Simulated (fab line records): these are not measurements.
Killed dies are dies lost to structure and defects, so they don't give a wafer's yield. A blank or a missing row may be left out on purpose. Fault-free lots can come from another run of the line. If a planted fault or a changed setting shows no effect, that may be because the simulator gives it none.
Chamber matching	flow nandHarc	4 sister chambers for NHARC_P_BONDPAD_DESCUM_11 on rieDiel-02
The step chemistry O2, time 3 s. 22 wafers are shown with their chamber, then 11 later ones without.

== WAFERS, EACH WITH ITS CHAMBER ==
wafer	chamber	showerheadPlenumPTorr (Torr)	drypumpMotorCurrentA (A)	rfVppV (V)
L983.3	3	2.03	6.1	58.3
L983.4	1	1.87	6.4	56.6
L983.6	3	2.03	6.1	58.1
L984.1	3	2.03	6.0	57.9
L984.4	1	1.87	6.4	56.8
L984.6	3	2.03	6.1	58.3
L985.2	0	2.05	5.8	57.7
L985.3	2	1.86	5.7	58.0
L985.6	0	2.05	5.9	58.6
L990.1	0	2.04	5.8	60.0
L990.2	2	1.86	5.7	57.2
L990.5	0	2.04	5.8	59.0
L988.3	3	2.03	6.0	58.0
L988.4	2	1.86	5.7	57.3
L988.6	0	2.04	5.8	58.8
L991.1	3	2.03	6.1	56.6
L991.2	1	1.87	6.4	57.8
L991.4	0	2.04	5.8	58.7
L993.3	3	2.03	6.1	58.5
L993.4	2	1.86	5.7	58.3
L993.6	3	2.03	6.1	57.3
L103.1	0	2.04	5.8	58.5

SIGNATURES (means of the wafers above)
reading	chamber 0	chamber 1	chamber 2	chamber 3	scatter within a chamber
showerheadPlenumPTorr	2.0429	1.8700	1.8600	2.0300	0.00282
drypumpMotorCurrentA	5.814	6.400	5.700	6.075	0.0362
rfVppV	58.757	57.067	57.700	57.875	0.636
Rule: a wafer's distance from a chamber is the root of the sum, over the readings, of the square of ((its reading less the chamber's mean) divided by the reading's scatter). The wafer belongs to the nearest chamber; if the next one is less than 2 further off, it can't be placed. The scatter is the square root of a quotient: the sum, over the shown wafers, of each reading's squared deviation from its chamber's mean, divided by wafers minus chambers.

== WAFERS WHOSE CHAMBER IS MISSING ==
wafer	showerheadPlenumPTorr (Torr)	drypumpMotorCurrentA (A)	rfVppV (V)
L103.2	1.86	5.7	58.1
L103.4	2.02	6.0	59.0
L102.2	1.87	6.4	56.4
L102.5	1.87	6.4	57.5
L102.6	2.04	5.8	58.4
L101.2	1.87	6.4	57.8
L101.3	2.02	6.1	58.5
L101.6	1.87	6.4	58.4
L105.1	2.02	6.1	58.5
L105.3	2.04	5.8	58.9
L105.4	1.86	5.7	57.8

== THE CHAMBER EACH PASSED THROUGH ==
wafer	from the rows above	in truth
L103.2	2	2
L103.4	3	3
L102.2	1	1
L102.5	1	1
L102.6	0	0
L101.2	1	1
L101.3	3	3
L101.6	1	1
L105.1	3	3
L105.3	0	0
L105.4	2	2
11 of 11 placed correctly. Left unplaced by these rows: 0. 0 placed wrongly.
